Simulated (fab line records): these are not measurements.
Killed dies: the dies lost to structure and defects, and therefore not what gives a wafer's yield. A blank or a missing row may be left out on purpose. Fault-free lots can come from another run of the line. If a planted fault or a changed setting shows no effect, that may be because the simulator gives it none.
fab line records	flow n5_finfet
record: lots: 7	wafers: 39
route steps=1938 shown WELL_APT@24 DUMMY_GATE@220 HKMG_FIN@395
start_h: the number of hours between the record's first day and the start of the first shown wafer of the lot	wait_h: hours elapsed since this lot's preceding step	" identical to the entry in the row above	L1.1+2: a row that stands for several wafers	- either no value or no given start	* or withheld: withheld	< > ~ a bound
route shown NAME@n: names a module that has steps shown in the file, with the first one's number in the route	usual: mean and standard deviation over wafers with no fault	same: alike in all rows	chamber/n: place in a boat	sites: readings site by site	_std_site: the standard deviation of these	_edge_site: inner sites' mean taken away from outer sites' mean	radius_mm: how far each site lies from the wafer's centre	mask NAME#n: copy n	behind: tool/chamber where the wafer was last shaped	hold: the reason the lot was held/the length of the hold in hours/how it ended	device: names the non-switching transistor (n, p or np)	end of line: the tests these same wafers got at the end of their route	a step with no rows: only its recipe	killed: at the first sort, the dies lost to defects and structure; wafer yield is something else	map: the dies of a wafer, with x for killed, . for not killed, _ for no die there
set.NAME: the setting that was run; set.NAME@STEP: the one run at that earlier step	model.NAME: the simulator's own value behind a step, which no gauge read
one table per step and one row per wafer, for lots whose settings were changed on purpose
== steps ==
step: N5_WELL_APT_EXPOSE_05
recipe: mask_id: NWELL	na: 0.8	source_shape: conventional	sigma_outer: 0.8	polarization: unpolarized	defocus_nm: 0	target_cd_nm: 200	dose_mj: 20.3
lot.wafer	tool	chamber	start_h	wait_h	mask	set.dose_mj
L074.1+3+5	krf_scanner-01	0	13.65	-	NWELL#0	20.3
L074.2+4+6	"	0	"	"	NWELL#0	21.35
L078.1+4+6	krf_scanner-02	0	37.51	-	NWELL#0	20.3
L078.2+3+5	"	0	"	"	NWELL#0	19.67
L081.1+3+4	krf_scanner-02	0	55.83	-	NWELL#0	20.3
L081.2+5+6	"	0	"	"	NWELL#0	20.87
L085.1+2+3+4+5+6	krf_scanner-01	0	79.56	-	NWELL#0	20.3
L089.1+3+6	krf_scanner-02	0	103.65	-	NWELL#0	20.3
L089.2+4+5	"	0	"	"	NWELL#0	21.61
L094.2+3+4	krf_scanner-02	0	133.52	-	NWELL#0	20.3
L095.1+2+3+4+5+6	krf_scanner-02	0	139.48	-	NWELL#0	20.3
step: N5_WELL_APT_PEB_06
recipe: peb_temp_c: 130	peb_time_s: 90
step: N5_WELL_APT_DEVELOP_07
recipe: develop_time_s: 45	rinse_liquid: surfactant_rinse	dry: air_spin	dev_temp_c: 21
step: N5_WELL_APT_HARDBAKE_12
recipe: temp_c: 130	time_s: 120
step: N5_WELL_APT_CD_MEAS_08
recipe: target_cd_nm: 200	landing_energy_ev: 500	detector: se_inlens
usual: cd_nm: 200.3/1.3
lot.wafer	tool	chamber	start_h	wait_h	set.dose_mj@WELL_APT_EXPOSE_05	cd_nm
L074.1	cd_sem-02	0	13.83	-	20.3	200.8
L074.2	"	0	"	"	21.35	211.2
L074.3	"	0	"	"	20.3	201.7
L074.4	"	0	"	"	21.35	209.3
L074.5	"	0	"	"	20.3	201.6
L074.6	"	0	"	"	21.35	209.1
L078.1	cd_sem-01	0	37.68	-	20.3	199.1
L078.2	"	0	"	"	19.67	195.0
L078.3	"	0	"	"	19.67	193.8
L078.4	"	0	"	"	20.3	197.8
L078.5	"	0	"	"	19.67	194.5
L078.6	"	0	"	"	20.3	201.1
L081.1	cd_sem-02	0	56.00	-	20.3	200.7
L081.2	"	0	"	"	20.87	205.6
L081.3	"	0	"	"	20.3	200.1
L081.4	"	0	"	"	20.3	199.8
L081.5	"	0	"	"	20.87	204.5
L081.6	"	0	"	"	20.87	204.0
L085.1	cd_sem-02	0	79.74	-	20.3	197.7
L085.2	"	0	"	"	20.3	198.8
L085.3	"	0	"	"	20.3	197.1
L085.4	"	0	"	"	20.3	200.1
L085.5	"	0	"	"	20.3	199.0
L085.6	"	0	"	"	20.3	199.7
L089.1	cd_sem-02	0	103.83	-	20.3	201.4
L089.2	"	0	"	"	21.61	212.6
L089.3	"	0	"	"	20.3	201.2
L089.4	"	0	"	"	21.61	210.6
L089.5	"	0	"	"	21.61	211.7
L089.6	"	0	"	"	20.3	201.3
L094.2	cd_sem-01	0	133.69	-	20.3	199.8
L094.3	"	0	"	"	20.3	199.3
L094.4	"	0	"	"	20.3	201.0
L095.1	cd_sem-02	0	139.65	-	20.3	201.3
L095.2	"	0	"	"	20.3	200.4
L095.3	"	0	"	"	20.3	201.5
L095.4	"	0	"	"	20.3	201.2
L095.5	"	0	"	"	20.3	200.3
L095.6	"	0	"	"	20.3	200.4
step: N5_WELL_APT_DESCUM_13
recipe: chemistry: O2	time_s: 7.9	source_power_w: 50	bias_power_w: 20	pressure_mtorr: 20	rf_frequency_hz: 2.712e+07	temp_c: 40	o2_flow_sccm: 225
lot.wafer	tool	chamber	start_h	wait_h	set.dose_mj@WELL_APT_EXPOSE_05	model.WELL_APT.cd_nm
L074.1+5	rie_diel-05	1,3	14.06	0.2	20.3	201.2
L074.2	"	3	"	"	21.35	211.1
L074.3	"	0	"	"	20.3	201.6
L074.4	"	2	"	"	21.35	209.6
L074.6	"	2	"	"	21.35	209.2
L078.1	rie_diel-04	1	37.77	0.0	20.3	199.4
L078.2	"	0	"	"	19.67	-
L078.3	"	3	"	"	19.67	193.9
L078.4	"	1	"	"	20.3	197.7
L078.5	"	3	"	"	19.67	194.2
L078.6	"	0	"	"	20.3	201.1
L081.1	rie_diel-02	3	56.17	0.1	20.3	200.8
L081.2	"	2	"	"	20.87	205.5
L081.3	"	0	"	"	20.3	200.4
L081.4	"	1	"	"	20.3	199.6
L081.5	"	0	"	"	20.87	204.6
L081.6	"	1	"	"	20.87	203.9
L085.1	rie_diel-02	1	79.82	0.0	20.3	197.6
L085.2	"	3	"	"	20.3	199
L085.3	"	2	"	"	20.3	196.9
L085.4	"	0	"	"	20.3	199.9
L085.5	"	3	"	"	20.3	199.2
L085.6	"	0	"	"	20.3	199.6
L089.1	rie_diel-05	3	103.91	0.0	20.3	201.4
L089.2	"	1	"	"	21.61	212.7
L089.3	"	2	"	"	20.3	201.3
L089.4	"	0	"	"	21.61	210.3
L089.5	"	1	"	"	21.61	211.9
L089.6	"	0	"	"	20.3	201.5
L094.2	rie_diel-04	1	133.98	0.2	20.3	199.7
L094.3	"	3	"	"	20.3	199.5
L094.4	"	1	"	"	20.3	200.9
L095.1	rie_diel-05	0	139.74	0.0	20.3	201.5
L095.2	"	2	"	"	20.3	200.7
L095.3	"	1	"	"	20.3	201.3
L095.4	"	3	"	"	20.3	201.7
L095.5	"	1	"	"	20.3	200.5
L095.6	"	2	"	"	20.3	200.3
step: N5_DUMMY_GATE_HM_DEP_06
recipe: material: SiNx	target_thk_a: 800	precursor: DCS/NH3	temp_c: 700	pressure_mtorr: 300	time_s: 5141
lot.wafer	tool	chamber	start_h	wait_h	set.target_thk_a	model.SiNx_of_DUMMY_GATE_HM_DEP_06.thk_nm
L074.1+2	-	-	-	0.0	871.1	87.2
L074.3+4+5+6	"	-	"	"	871.1	87.6
L078.1	-	-	-	0.0	881.6	89
L078.2+3	"	-	"	"	881.6	88.8
L078.4	"	-	"	"	881.6	88.6
L078.5+6	"	-	"	"	881.6	89.4
L081.1	-	-	-	0.0	863.4	86.6
L081.2	"	-	"	"	863.4	86.4
L081.3+5+6	"	-	"	"	863.4	86.2
L081.4	"	-	"	"	863.4	86
L085.1+2+6	-	-	-	0.0	800	80.2
L085.3	"	-	"	"	800	80.6
L085.4	"	-	"	"	800	80.4
L085.5	"	-	"	"	800	80
L089.1+6	-	-	-	0.0	898.4	89.8
L089.2+3+4	"	-	"	"	898.4	89.4
L089.5	"	-	"	"	898.4	89
L094.2	lpcvd-02	0/45	161.54	0.0	800	80.6
L094.3	"	0/50	"	"	800	81
L094.4	"	0/54	"	"	800	80.2
L095.1+2	-	-	-	0.0	838.1	84.8
L095.3+4	"	-	"	"	838.1	84.4
L095.5	"	-	"	"	838.1	85.4
L095.6	"	-	"	"	838.1	84.2
step: N5_HKMG_FIN_EXPOSE_46
recipe: mask_id: NDIPOLE	na: 1.35	source_shape: conventional	sigma_outer: 0.8	polarization: unpolarized	dose_mj: 40
lot.wafer	tool	chamber	start_h	wait_h	mask	set.dose_mj
L074.1+2+3+4+5+6	arfi_scanner-03	0	72.91	-	NDIPOLE#0	40
L078.1+2+3	arfi_scanner-03	0	96.64	-	NDIPOLE#0	38.84
L078.4+5+6	"	0	"	"	NDIPOLE#0	40
L081.1+2+4	arfi_scanner-02	0	113.43	-	NDIPOLE#0	38.51
L081.3+5+6	"	0	"	"	NDIPOLE#0	40
L085.1+2+5	arfi_scanner-02	0	137.20	-	NDIPOLE#0	37.84
L085.3+4+6	"	0	"	"	NDIPOLE#0	40
L089.1+2+3+4+5+6	arfi_scanner-01	0	159.83	-	NDIPOLE#0	40
L094.2+3+4	arfi_scanner-03	0	193.24	-	NDIPOLE#0	40
L095.1+2+3+4+5+6	arfi_scanner-03	0	197.13	-	NDIPOLE#0	40
step: N5_HKMG_FIN_PEB_47
recipe: peb_temp_c: withheld	peb_time_s: 60	resist: CAR-ArF
step: N5_HKMG_FIN_DEVELOP_48
recipe: develop_time_s: 30	developer: TMAH	resist: CAR-ArF	rinse_liquid: diw	dry: air_spin	dev_temp_c: 23
step: N5_HKMG_FIN_CD_MEAS_49
recipe: target_cd_nm: 202	landing_energy_ev: 500	detector: se_inlens	polarity: opening
usual: cd_nm: 202.0/0.55
lot.wafer	tool	chamber	start_h	wait_h	set.dose_mj@HKMG_FIN_EXPOSE_46	cd_nm
L074.1	cd_sem-02	0	73.03	-	40	201.5
L074.2	"	0	"	"	40	201.9
L074.3	"	0	"	"	40	201.5
L074.4	"	0	"	"	40	202.7
L074.5	"	0	"	"	40	202.6
L074.6	"	0	"	"	40	202.3
L078.1	cd_sem-03	0	96.76	-	38.84	200.3
L078.2	"	0	"	"	38.84	200.4
L078.3	"	0	"	"	38.84	200.4
L078.4	"	0	"	"	40	202.4
L078.5	"	0	"	"	40	201.6
L078.6	"	0	"	"	40	202.0
L081.1	cd_sem-03	0	113.56	-	38.51	200.6
L081.2	"	0	"	"	38.51	200.1
L081.3	"	0	"	"	40	202.5
L081.4	"	0	"	"	38.51	200.2
L081.5	"	0	"	"	40	202.8
L081.6	"	0	"	"	40	202.1
L085.1	cd_sem-03	0	137.33	-	37.84	198.1
L085.2	"	0	"	"	37.84	198.4
L085.3	"	0	"	"	40	201.3
L085.4	"	0	"	"	40	201.3
L085.5	"	0	"	"	37.84	197.3
L085.6	"	0	"	"	40	200.8
L089.1	cd_sem-03	0	159.95	-	40	202.7
L089.2	"	0	"	"	40	202.2
L089.3	"	0	"	"	40	201.9
L089.4	"	0	"	"	40	202.3
L089.5	"	0	"	"	40	202.5
L089.6	"	0	"	"	40	202.5
L094.2	cd_sem-03	0	193.36	-	40	202.0
L094.3	"	0	"	"	40	202.2
L094.4	"	0	"	"	40	202.2
L095.1	cd_sem-02	0	197.25	-	40	203.1
L095.2	"	0	"	"	40	202.8
L095.3	"	0	"	"	40	202.1
L095.4	"	0	"	"	40	202.1
L095.5	"	0	"	"	40	202.0
L095.6	"	0	"	"	40	202.1
step: N5_HKMG_FIN_DESCUM_53
recipe: chemistry: O2	time_s: 7.9	source_power_w: 50	bias_power_w: 20	pressure_mtorr: 20	rf_frequency_hz: 2.712e+07	temp_c: 40	resist: CAR-ArF	o2_flow_sccm: 225
step: N5_HKMG_FIN_ETCH_54
recipe: chemistry: CF4	target: SiARC	target_depth_a: 455	mask_material: CAR-ArF	time_s: 75.8	ion_energy_ev: 80	pressure_mtorr: 40	source_w: 545	bias_w: 36	Ar_flow_sccm: 100	cf4_flow_sccm: 100	ends: cleared
lot.wafer	tool	chamber	start_h	wait_h	set.dose_mj@HKMG_FIN_EXPOSE_46	model.HKMG_FIN.cd_offset_nm
L074.1+2	rie_diel-05	2,1	73.21	0.0	40	-0.6
L074.3	"	0	"	"	40	-0.2
L074.4+5	"	0,1	"	"	40	0.2
L074.6	"	2	"	"	40	0
L078.1	rie_diel-05	2	96.88	0.0	38.84	-1.4
L078.2	"	1	"	"	38.84	-1.8
L078.3	"	0	"	"	38.84	-2
L078.4	"	0	"	"	40	0.6
L078.5+6	"	1,2	"	"	40	-0.2
L081.1	rie_diel-04	0	113.68	0.0	38.51	-1.6
L081.2+4	"	2,3	"	"	38.51	-2
L081.3	"	1	"	"	40	0.6
L081.5	"	2	"	"	40	0.8
L081.6	"	3	"	"	40	0
L085.1+2	rie_diel-04	1,3	137.45	0.0	37.84	-3.8
L085.3	"	0	"	"	40	-0.4
L085.4	"	1	"	"	40	-0.6
L085.5	"	0	"	"	37.84	-4.4
L085.6	"	3	"	"	40	-1
L089.1+2	rie_diel-05	3,0	160.08	0.0	40	0.2
L089.3+4	"	2,1	"	"	40	0
L089.5	"	1	"	"	40	0.4
L089.6	"	2	"	"	40	0.6
L094.2+3+4	rie_diel-02	1,0,2	193.70	0.0	40	0.2
L095.1	rie_diel-05	2	197.64	0.0	40	0.8
L095.2+4+6	"	3,1,3	"	"	40	0.4
L095.3	"	0	"	"	40	0.2
L095.5	"	0	"	"	40	0.6
step: N5_HKMG_FIN_ETCH_58
recipe: chemistry: N2/H2	target: SOC	target_depth_a: 2158	ion_energy_ev: 50	bias_w: 13	time_s: 741	pressure_mtorr: 30	source_w: 875	n2_flow_sccm: 200	h2_flow_sccm: 200
usual: rf_vpp_V: 99.1/0.93
lot.wafer	tool	chamber	start_h	wait_h	set.bias_w	rf_vpp_V
L074.1	rie_diel-05	2	73.47	0.0	10.96	87.4
L074.2	"	1	"	"	10.96	89.6
L074.3	"	0	"	"	13	99.2
L074.4	"	0	"	"	13	99.9
L074.5	"	1	"	"	13	99.5
L074.6	"	2	"	"	10.96	89.5
L078.1	rie_diel-05	2	97.15	0.0	13.98	104.3
L078.2	"	1	"	"	13.98	104.0
L078.3	"	0	"	"	13	98.6
L078.4	"	0	"	"	13.98	104.4
L078.5	"	1	"	"	13	98.7
L078.6	"	2	"	"	13	98.9
L081.1	rie_diel-04	0	113.95	0.0	14.54	105.7
L081.2	"	2	"	"	13	98.6
L081.3	"	1	"	"	14.54	105.5
L081.4	"	3	"	"	13	99.1
L081.5	"	2	"	"	14.54	106.7
L081.6	"	3	"	"	13	97.9
L085.1	rie_diel-04	1	137.72	0.0	13	98.5
L085.2	"	3	"	"	11.34	91.6
L085.3	"	0	"	"	13	97.9
L085.4	"	1	"	"	11.34	88.6
L085.5	"	0	"	"	13	98.9
L085.6	"	3	"	"	11.34	91.5
L089.1	rie_diel-05	3	160.34	0.0	12.35	96.5
L089.2	"	0	"	"	13	99.9
L089.3	"	2	"	"	13	100.0
L089.4	"	1	"	"	12.35	94.8
L089.5	"	1	"	"	12.35	96.4
L089.6	"	2	"	"	13	98.1
L094.2	rie_diel-02	1	193.96	0.0	13	98.2
L094.3	"	0	"	"	13	97.8
L094.4	"	2	"	"	13	99.8
L095.1	rie_diel-05	2	197.90	0.0	11.76	92.5
L095.2	"	3	"	"	13	100.5
L095.3	"	0	"	"	11.76	94.3
L095.4	"	1	"	"	11.76	92.9
L095.5	"	0	"	"	13	99.0
L095.6	"	3	"	"	13	98.4
step: N5_HKMG_FIN_EXPOSE_09
recipe: mask_id: NWFM	na: 1.35	source_shape: conventional	sigma_outer: 0.8	polarization: unpolarized	dose_mj: 39.25
lot.wafer	tool	chamber	start_h	wait_h	mask	set.dose_mj
L074.1+2+3	arfi_scanner-02	0	76.53	-	NWFM#0	41.5
L074.4+5+6	"	0	"	"	NWFM#0	39.25
L078.1+3+4	arfi_scanner-03	0	100.02	-	NWFM#0	36.26
L078.2+5+6	"	0	"	"	NWFM#0	39.25
L081.1+2+3+4+5+6	arfi_scanner-02	0	116.81	-	NWFM#0	39.25
L085.1+2+3+4+5+6	arfi_scanner-01	0	140.47	-	NWFM#0	39.25
L089.1+2+3	arfi_scanner-02	0	163.25	-	NWFM#0	39.25
L089.4+5+6	"	0	"	"	NWFM#0	37.77
L094.2+3+4	arfi_scanner-02	0	196.82	-	NWFM#0	39.25
L095.1+4+5	arfi_scanner-03	0	200.81	-	NWFM#0	40.43
L095.2+3+6	"	0	"	"	NWFM#0	39.25
step: N5_HKMG_FIN_PEB_10
recipe: peb_temp_c: withheld	peb_time_s: 60	resist: CAR-ArF
step: N5_HKMG_FIN_DEVELOP_11
recipe: develop_time_s: 30	developer: TMAH	resist: CAR-ArF	dev_temp_c: 23	rinse_liquid: diw	dry: air_spin
step: N5_HKMG_FIN_CD_MEAS_12
recipe: target_cd_nm: 92.8	landing_energy_ev: 500	detector: se_inlens
usual: cd_nm: 92.7/0.56
lot.wafer	tool	chamber	start_h	wait_h	set.dose_mj@HKMG_FIN_EXPOSE_09	cd_nm
L074.1	cd_sem-02	0	76.66	-	41.5	96.9
L074.2	"	0	"	"	41.5	96.5
L074.3	"	0	"	"	41.5	96.3
L074.4	"	0	"	"	39.25	92.4
L074.5	"	0	"	"	39.25	92.9
L074.6	"	0	"	"	39.25	92.5
L078.1	cd_sem-02	0	100.14	-	36.26	87.3
L078.2	"	0	"	"	39.25	92.8
L078.3	"	0	"	"	36.26	87.4
L078.4	"	0	"	"	36.26	88.1
L078.5	"	0	"	"	39.25	92.9
L078.6	"	0	"	"	39.25	91.9
L081.1	cd_sem-02	0	116.93	-	39.25	92.5
L081.2	"	0	"	"	39.25	92.4
L081.3	"	0	"	"	39.25	92.4
L081.4	"	0	"	"	39.25	92.9
L081.5	"	0	"	"	39.25	92.4
L081.6	"	0	"	"	39.25	91.7
L085.1	cd_sem-02	0	140.60	-	39.25	91.6
L085.2	"	0	"	"	39.25	92.5
L085.3	"	0	"	"	39.25	92.1
L085.4	"	0	"	"	39.25	91.7
L085.5	"	0	"	"	39.25	92.6
L085.6	"	0	"	"	39.25	91.5
L089.1	cd_sem-02	0	163.38	-	39.25	92.4
L089.2	"	0	"	"	39.25	92.1
L089.3	"	0	"	"	39.25	93.0
L089.4	"	0	"	"	37.77	90.3
L089.5	"	0	"	"	37.77	89.5
L089.6	"	0	"	"	37.77	90.2
L094.2	cd_sem-02	0	196.94	-	39.25	93.0
L094.3	"	0	"	"	39.25	93.1
L094.4	"	0	"	"	39.25	93.3
L095.1	cd_sem-02	0	200.93	-	40.43	94.5
L095.2	"	0	"	"	39.25	92.3
L095.3	"	0	"	"	39.25	92.0
L095.4	"	0	"	"	40.43	93.8
L095.5	"	0	"	"	40.43	94.2
L095.6	"	0	"	"	39.25	92.4
step: N5_HKMG_FIN_ETCH_32
recipe: chemistry: N2/H2	target: SOC	target_depth_a: 2400	temp_c: 40	time_s: 300	ion_energy_ev: 200	mask_material: SiARC	pressure_mtorr: 30	source_w: 840	bias_w: 150	n2_flow_sccm: 200	h2_flow_sccm: 200
usual: rf_vpp_V: 524.0/2.7
lot.wafer	tool	chamber	start_h	wait_h	set.source_w	rf_vpp_V	model.HKMG_FIN.feature_depth_nm	model.etch.depth_nm
L074.1	rie_diel-05	1	76.84	0.0	840	525.1	238.6	238.6
L074.2	"	2	"	"	840	524.0	236	235.9
L074.3	"	0	"	"	840	528.5	235.2	235.2
L074.4	"	1	"	"	840	526.4	238.4	238.4
L074.5	"	0	"	"	840	527.3	236	235.9
L074.6	"	2	"	"	840	523.7	235.2	235.2
L078.1	rie_diel-02	2	100.44	0.0	704.6	560.4	215.4	215.5
L078.2	"	1	"	"	840	520.7	245	245
L078.3	"	3	"	"	704.6	557.4	211.6	211.6
L078.4	"	0	"	"	840	520.4	233.2	233.2
L078.5	"	1	"	"	704.6	550.9	213.8	213.8
L078.6	"	0	"	"	840	519.9	234.8	234.9
L081.1	rie_diel-05	1	117.11	0.0	776.5	539.6	223.6	223.7
L081.2	"	2	"	"	840	521.5	233.6	233.6
L081.3	"	3	"	"	840	522.9	240	240.1
L081.4	"	0	"	"	840	526.1	234.6	234.6
L081.5	"	0	"	"	776.5	539.2	219.6	219.5
L081.6	"	3	"	"	776.5	535.4	226.6	226.5
L085.1	rie_diel-02	0	140.78	0.0	840	518.3	233.4	233.4
L085.2	"	2	"	"	941.2	508.5	272.6	272.5
L085.3	"	1	"	"	941.2	501.9	267.2	267.2
L085.4	"	3	"	"	941.2	507.3	268.4	268.3
L085.5	"	3	"	"	840	525.6	243.6	243.6
L085.6	"	2	"	"	840	527.5	250.4	250.4
L089.1	rie_diel-05	1	163.61	0.0	778.9	538.1	221.8	221.9
L089.2	"	3	"	"	778.9	535.4	225.8	225.7
L089.3	"	0	"	"	840	526.8	235.2	235.2
L089.4	"	3	"	"	840	523.4	237	236.9
L089.5	"	1	"	"	840	525.1	237.6	237.6
L089.6	"	0	"	"	778.9	541.4	220	219.9
L094.2	rie_diel-05	3	197.15	0.0	840	522.5	241.8	241.8
L094.3	"	2	"	"	840	523.1	243.6	243.6
L094.4	"	0	"	"	840	526.5	234.6	234.7
L095.1	rie_diel-05	3	201.11	0.0	840	522.5	237.2	237.2
L095.2	"	1	"	"	765.5	543.1	220	220.1
L095.3	"	2	"	"	765.5	540.7	223.6	223.6
L095.4	"	0	"	"	765.5	541.8	215.4	215.4
L095.5	"	1	"	"	840	525.9	236.6	236.5
L095.6	"	2	"	"	840	523.7	242.8	242.7
== key ==
split: step: N5_WELL_APT_EXPOSE_05	setting: dose_mj	stated: 20.3	by: wafer
response: step: N5_WELL_APT_CD_MEAS_08	reading: cd_nm	change: +1.61	per: 1%	r: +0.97
response: step: N5_WELL_APT_DESCUM_13	reading: model.WELL_APT.cd_nm	change: +1.62	per: 1%	r: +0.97
split: step: N5_DUMMY_GATE_HM_DEP_06	setting: target_thk_a	stated: 800	by: lot
response: step: N5_DUMMY_GATE_HM_DEP_06	reading: model.SiNx_of_DUMMY_GATE_HM_DEP_06.thk_nm	change: +0.766	per: 1%	r: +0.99
split: step: N5_HKMG_FIN_EXPOSE_46	setting: dose_mj	stated: 40	by: wafer
response: step: N5_HKMG_FIN_CD_MEAS_49	reading: cd_nm	change: +0.588	per: 1%	r: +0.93
response: step: N5_HKMG_FIN_ETCH_54	reading: model.HKMG_FIN.cd_offset_nm	change: +0.62	per: 1%	r: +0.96
split: step: N5_HKMG_FIN_ETCH_58	setting: bias_w	stated: 13	by: wafer
response: step: N5_HKMG_FIN_ETCH_58	reading: rf_vpp_V	change: +0.654	per: 1%	r: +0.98
split: step: N5_HKMG_FIN_EXPOSE_09	setting: dose_mj	stated: 39.25	by: wafer
response: step: N5_HKMG_FIN_CD_MEAS_12	reading: cd_nm	change: +0.665	per: 1%	r: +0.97
split: step: N5_HKMG_FIN_ETCH_32	setting: source_w	stated: 840	by: wafer
response: step: N5_HKMG_FIN_ETCH_32	reading: rf_vpp_V	change: -1.95	per: 1%	r: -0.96
response: step: N5_HKMG_FIN_ETCH_32	reading: model.HKMG_FIN.feature_depth_nm	change: +1.82	per: 1%	r: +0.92
response: step: N5_HKMG_FIN_ETCH_32	reading: model.etch.depth_nm	change: +1.82	per: 1%	r: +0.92
